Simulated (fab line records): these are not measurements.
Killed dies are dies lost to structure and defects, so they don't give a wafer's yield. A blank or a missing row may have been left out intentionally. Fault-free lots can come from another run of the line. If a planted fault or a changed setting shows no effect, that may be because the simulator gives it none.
Matching of chambers + flow n5-finfet + rie-diel-04 running N5_BEOL_M13_VIA_ETCH_16: 4 sister chambers
The step etches SiOC in C4F8/O2/Ar, target depth 921.7 nm. 18 wafers are shown with their chamber, then 9 later ones without.

== WAFERS WITH THEIR CHAMBER ==
| wafer  | chamber | throttle-valve-pct (%) | showerhead-plenum-p-Torr (Torr) | rf-vpp-V (V) |
|--------|---------|------------------------|---------------------------------|--------------|
| L075.1 | 2       | 24.17                  | 3.45                            | 665.4        |
| L075.3 | 0       | 23.67                  | 3.60                            | 672.2        |
| L075.5 | 3       | 23.96                  | 3.51                            | 666.8        |
| L076.1 | 0       | 23.67                  | 3.60                            | 671.1        |
| L076.2 | 3       | 23.99                  | 3.51                            | 666.0        |
| L076.6 | 0       | 23.68                  | 3.60                            | 670.8        |
| L084.1 | 1       | 24.44                  | 3.68                            | 671.0        |
| L084.3 | 2       | 24.18                  | 3.44                            | 666.2        |
| L084.6 | 0       | 23.70                  | 3.59                            | 671.3        |
| L085.1 | 2       | 24.18                  | 3.44                            | 665.7        |
| L085.2 | 3       | 24.00                  | 3.50                            | 667.1        |
| L085.6 | 3       | 23.99                  | 3.50                            | 665.2        |
| L088.2 | 0       | 23.69                  | 3.59                            | 670.7        |
| L088.3 | 2       | 24.21                  | 3.44                            | 665.4        |
| L088.6 | 0       | 23.70                  | 3.59                            | 670.8        |
| L086.4 | 1       | 24.46                  | 3.67                            | 671.8        |
| L086.5 | 2       | 24.18                  | 3.43                            | 665.2        |
| L086.6 | 3       | 24.03                  | 3.50                            | 666.9        |

SIGNATURES, as means of the wafers listed above
| reading                  | chamber 0 | chamber 1 | chamber 2 | chamber 3 | scatter within a chamber |
|--------------------------|-----------|-----------|-----------|-----------|--------------------------|
| throttle-valve-pct       | 23.6850   | 24.4500   | 24.1840   | 23.9940   | 0.0181                   |
| showerhead-plenum-p-Torr | 3.5950    | 3.6750    | 3.4400    | 3.5040    | 0.00609                  |
| rf-vpp-V                 | 671.150   | 671.400   | 665.580   | 666.400   | 0.598                    |
Rule: a wafer's distance from a chamber is the root of the sum, over the readings, of the square of ((its reading less the chamber's mean) divided by the reading's scatter). If the next closest chamber is less than 2 further off than the closest, the wafer can't be placed; otherwise it belongs to the closest. The scatter is the square root of a quotient: the sum, over the shown wafers, of each reading's squared deviation from its chamber's mean, divided by wafers minus chambers.

== WAFERS WHOSE CHAMBER IS MISSING ==
| wafer  | throttle-valve-pct (%) | showerhead-plenum-p-Torr (Torr) | rf-vpp-V (V) |
|--------|------------------------|---------------------------------|--------------|
| L092.1 | 24.00                  | 3.50                            | 667.3        |
| L092.4 | 23.72                  | 3.58                            | 670.8        |
| L092.5 | 23.71                  | 3.58                            | 671.4        |
| L093.1 | 24.21                  | 3.43                            | 665.7        |
| L093.4 | 24.01                  | 3.49                            | 667.3        |
| L093.5 | 24.20                  | 3.43                            | 663.8        |
| L095.1 | 24.02                  | 3.49                            | 667.3        |
| L095.3 | 24.46                  | 3.66                            | 671.1        |
| L095.4 | 23.71                  | 3.58                            | 670.9        |

== CHAMBER TAKEN BY EACH ==
| wafer  | from the rows above | in truth |
|--------|---------------------|----------|
| L092.1 | 3                   | 3        |
| L092.4 | 0                   | 0        |
| L092.5 | 0                   | 0        |
| L093.1 | 2                   | 2        |
| L093.4 | 3                   | 3        |
| L093.5 | 2                   | 2        |
| L095.1 | 3                   | 3        |
| L095.3 | 1                   | 1        |
| L095.4 | 0                   | 0        |
Correct placement for 9 of the 9. From these rows, 0 cannot be placed. 0 placed wrongly.
